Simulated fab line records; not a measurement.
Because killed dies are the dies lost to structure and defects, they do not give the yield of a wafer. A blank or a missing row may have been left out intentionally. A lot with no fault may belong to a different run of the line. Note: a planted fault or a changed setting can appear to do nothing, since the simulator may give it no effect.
Chamber matching	flow nandHarc	4 sister chambers for NHARC_A_CHANNEL_HOLE_D2_ETCH_44 on rieDiel-09
The step etches the open film in CF4/O2, target depth 140 nm, overetch 14 nm, time 77 s. 8 wafers are shown with their chamber, then 9 later ones without.

## WAFERS, EACH WITH ITS CHAMBER
wafer	chamber	showerheadPlenumPTorr (Torr)	oesProductAu (a.u.)
L079.5	1	1.43	0.988
L082.1	0	1.29	1.012
L082.3	3	1.34	0.999
L084.5	3	1.34	1.001
L084.6	2	1.40	1.024
L085.3	2	1.40	1.024
L085.5	1	1.43	1.001
L085.6	0	1.28	1.008

## WAFERS MISSING THEIR CHAMBER
wafer	showerheadPlenumPTorr (Torr)	oesProductAu (a.u.)
L087.1	1.40	1.013
L087.5	1.34	1.000
L087.6	1.40	1.016
L092.1	1.28	1.006
L092.5	1.34	0.992
L092.6	1.28	1.000
L096.1	1.43	0.998
L096.3	1.40	1.013
L096.4	1.34	1.011

## WHICH CHAMBER EACH ONE RAN IN
wafer	from the rows above	in truth
L087.1	2	2
L087.5	3	3
L087.6	2	2
L092.1	0	0
L092.5	3	3
L092.6	0	0
L096.1	1	1
L096.3	2	2
L096.4	3	3
Placed correctly: 9 of 9. Number that these rows cannot place: 0. Placed wrongly: 0.
How it was worked out, from the rows above alone: a wafer's distance from a chamber is the root of the sum, over the readings, of the square of ((its reading less the chamber's mean) divided by the reading's scatter). The wafer belongs to the nearest chamber; if the next one is less than 2 further off, it can't be placed. The mean given for a chamber averages the wafers shown for that chamber. The scatter: take each reading less its chamber's mean, square it, sum over the shown wafers, divide by the number of wafers less the number of chambers, and take the root.
